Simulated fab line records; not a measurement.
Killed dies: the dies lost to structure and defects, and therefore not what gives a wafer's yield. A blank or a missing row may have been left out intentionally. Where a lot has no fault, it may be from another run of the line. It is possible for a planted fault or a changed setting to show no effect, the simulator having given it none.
Problem report, 8D (eight disciplines) form, completed by code | flow n5 finfet | the parts of the form that need people (team, actions taken, sign-off) are left out

## 1. THE PROBLEM
killed_at_M4_up at N5_PASSIVATION_PROBE_49 reads a mean of 121 on 1 wafer of 1 lot; wafers without a fault read 13 with a standard deviation of 4.6. Measured from the usual mean, that is +23 standard deviations.
First observed at day 14 14:28: wafer L885.3, on prober-01. The record has a number at this step for 33 wafers belonging to 11 lots. Rule for "out" (also "out of limits"): further than 4 standard deviations from the usual mean. The other wafers with a number count as sound.

## 2. WHAT THIS IS AND IS NOT
question                    | is                                                                                   | is not
which readings at this step | killed_at_M4_up, defect limited yield, killed dies, sort_bin_5_function, sort n pass | killed_at_M0_to_M3, killed at contacts, killed at front end, killed at other, killed open, killed short, sort_bin_6_memory, sort_bin_8_speed
which lots                  | L885                                                                                 | L874, L875, L877, L881, L887, L891, L892, L893, L896, L897
which wafers of those lots  | L885.3                                                                               | L885.2, L885.6
read on which tools         | prober-01                                                                            | prober-02
when                        | from day 14 14:28                                                                    | up to then (13 sound wafers); but 19 sound wafers of L885, L887, L891, L892, L893, L896, L897 came after

## 3. WHAT RULES OUT EACH SUSPECT
Counting: a tool at a process step up to the reading stays a suspect if it ran every lot that is out. Sound lots after the first of them don't rule it out here, since some wafers of a struck lot are sound.
- rie diel-03 at N5_BEOL_M10_ETCH_41 (etches SiCN in CH3F/O2, target depth 42.6 nm, time 86 s): kept. It ran the lot that is out, L885 (day 12 11:53); its last sound lot up to then is L877 (day 10 11:55).
- rie diel-05 at N5_PASSIVATION_ETCH_15 (etches SiCN in CF4/N2, target depth 75 nm, time 81.2 s): kept. It ran the lot that is out, L885 (day 14 11:11). N5_PASSIVATION_ETCH_15: start missing for some lots; hours and lot order therefore follow N5_PASSIVATION_OVL_MEAS_66.
- prober-01 at N5_PASSIVATION_PROBE_49: kept. It ran the lot that is out, L885 (day 14 14:25); its last sound lot up to then is L881 (day 13 17:51). Out on those wafers are its own readings of defect limited yield, killed_at_M4_up, killed dies, sort_bin_5_function, sort n pass.
- Within rie diel-03 at N5_BEOL_M10_ETCH_41: the wafers that are out ran in chamber 0; their sound lot-mates ran in chambers 2, 3.
- Within rie diel-05 at N5_PASSIVATION_ETCH_15: the wafers that are out ran in chamber 0; their sound lot-mates ran in chambers 1, 3.
The count leaves rie diel-03 at N5_BEOL_M10_ETCH_41, rie diel-05 at N5_PASSIVATION_ETCH_15, and prober-01 at N5_PASSIVATION_PROBE_49.

## 4. THE CAUSE (what the simulator had put in)
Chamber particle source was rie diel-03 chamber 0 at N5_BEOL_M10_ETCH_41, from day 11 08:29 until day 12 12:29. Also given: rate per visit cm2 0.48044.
Counting leaves 3 suspects; this tool is one of them.

## 5. SEQUENCE OF EFFECTS, ordered by route
Rows list readings where the struck wafers' mean (over those with a number) sits beyond 3 standard deviations from the usual. Scope: only readings with a usual standard deviation given in the record; hours: median across lots of the time from each lot's start at the first step in this table that gives one to its start at this step; sigmas: change in usual standard deviations.
hours | step                    | reading              | usual  | on struck wafers | change | sigmas
0     | N5_PASSIVATION_PROBE_49 | defect limited yield | 91.4 % | 83.0             | -8.4   | -6.0
0     | N5_PASSIVATION_PROBE_49 | killed_at_M4_up      | 13     | 121              | +108   | +23
0     | N5_PASSIVATION_PROBE_49 | killed dies          | 102    | 201              | +99    | +6.2
0     | N5_PASSIVATION_PROBE_49 | sort_bin_5_function  | 5.1 %  | 10.9             | +5.8   | +6.5
0     | N5_PASSIVATION_PROBE_49 | sort n pass          | 1078   | 979              | -99    | -6.2
The process steps in it:
- N5_PASSIVATION_PROBE_49

## 6. WHAT WOULD HAVE CAUGHT IT SOONER
The fault began at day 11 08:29; the first out-of-limits reading in this record came at day 14 14:28, 78 hours later.
An alarm limit of 4 standard deviations would not have fired on the tool readings at N5_BEOL_M10_ETCH_41 for which the record gives a usual standard deviation, since none of them was out on any struck wafer.
All the lots that are out (1) had begun N5_BEOL_M10_ETCH_41 on rie diel-03 by day 14 14:28. Had the tool been put on hold then, not one of them would have been saved.
